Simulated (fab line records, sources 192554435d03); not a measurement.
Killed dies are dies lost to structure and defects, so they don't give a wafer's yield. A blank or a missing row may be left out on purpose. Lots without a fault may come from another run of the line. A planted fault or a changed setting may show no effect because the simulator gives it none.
Chamber matching | flow n5_finfet | N5_BEOL_M2_ETCH_74 on rie_diel-01: 4 sister chambers
The step etches underlayer in N2/H2, target depth 6.5 nm, time 5.2 s. 18 wafers are shown with their chamber, then 9 later ones without.

WAFERS WITH THEIR CHAMBER
wafer  | chamber | drypump_motor_current_A (A) | showerhead_plenum_p_Torr (Torr) | etch_rf_on_time_s (s)
L075.3 | 3       | 4.8                         | 2.57                            | 5.22
L075.4 | 1       | 5.5                         | 2.59                            | 5.31
L075.5 | 2       | 5.6                         | 2.60                            | 4.96
L082.1 | 2       | 5.6                         | 2.59                            | 5.02
L082.3 | 3       | 4.8                         | 2.57                            | 5.20
L082.4 | 1       | 5.5                         | 2.59                            | 5.23
L083.2 | 1       | 5.5                         | 2.59                            | 5.24
L083.3 | 2       | 5.6                         | 2.59                            | 4.99
L083.6 | 0       | 5.6                         | 2.64                            | 5.29
L085.1 | 1       | 5.5                         | 2.59                            | 5.23
L085.2 | 3       | 4.8                         | 2.56                            | 5.22
L085.6 | 0       | 5.7                         | 2.64                            | 5.26
L084.3 | 1       | 5.5                         | 2.59                            | 5.14
L084.5 | 3       | 4.8                         | 2.56                            | 5.20
L084.6 | 0       | 5.7                         | 2.64                            | 5.27
L088.1 | 1       | 5.5                         | 2.58                            | 5.21
L088.2 | 3       | 4.8                         | 2.56                            | 5.25
L088.5 | 0       | 5.6                         | 2.64                            | 5.30

SIGNATURES (means of the wafers above)
reading                  | chamber 0 | chamber 1 | chamber 2 | chamber 3 | scatter within a chamber
drypump_motor_current_A  | 5.650     | 5.500     | 5.600     | 4.800     | 0.0267
showerhead_plenum_p_Torr | 2.6400    | 2.5883    | 2.5933    | 2.5640    | 0.00439
etch_rf_on_time_s        | 5.2800    | 5.2267    | 4.9900    | 5.2180    | 0.0372
Rule: a wafer's distance from a chamber is the root of the sum, over the readings, of the square of ((its reading less the chamber's mean) divided by the reading's scatter). The wafer belongs to the nearest chamber; if the next one is less than 2 further off, it can't be placed. The scatter: the root of (the sum of the squares of (reading less its chamber's mean) over the shown wafers, divided by (wafers less chambers)).

WAFERS WITHOUT THEIR CHAMBER
wafer  | drypump_motor_current_A (A) | showerhead_plenum_p_Torr (Torr) | etch_rf_on_time_s (s)
L090.4 | 5.6                         | 2.58                            | 5.00
L090.5 | 4.8                         | 2.56                            | 5.25
L090.6 | 5.6                         | 2.58                            | 5.03
L092.1 | 5.6                         | 2.63                            | 5.32
L092.2 | 5.6                         | 2.58                            | 5.13
L092.5 | 5.7                         | 2.63                            | 5.35
L096.1 | 5.6                         | 2.57                            | 5.10
L096.3 | 5.6                         | 2.57                            | 5.28
L096.5 | 5.6                         | 2.57                            | 5.12

WHICH CHAMBER EACH WENT THROUGH
wafer  | from the rows above     | in truth
L090.4 | 2                       | 2
L090.5 | 3                       | 3
L090.6 | 2                       | 2
L092.1 | 0                       | 0
L092.2 | can't be placed: 2 or 1 | 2
L092.5 | 0                       | 0
L096.1 | can't be placed: 2 or 1 | 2
L096.3 | 1                       | 1
L096.5 | can't be placed: 1 or 2 | 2
Placed correctly: 6 of 9. Can't be placed from these rows: 3 (the true chamber is among the candidates in 3). Placed wrongly: 0.
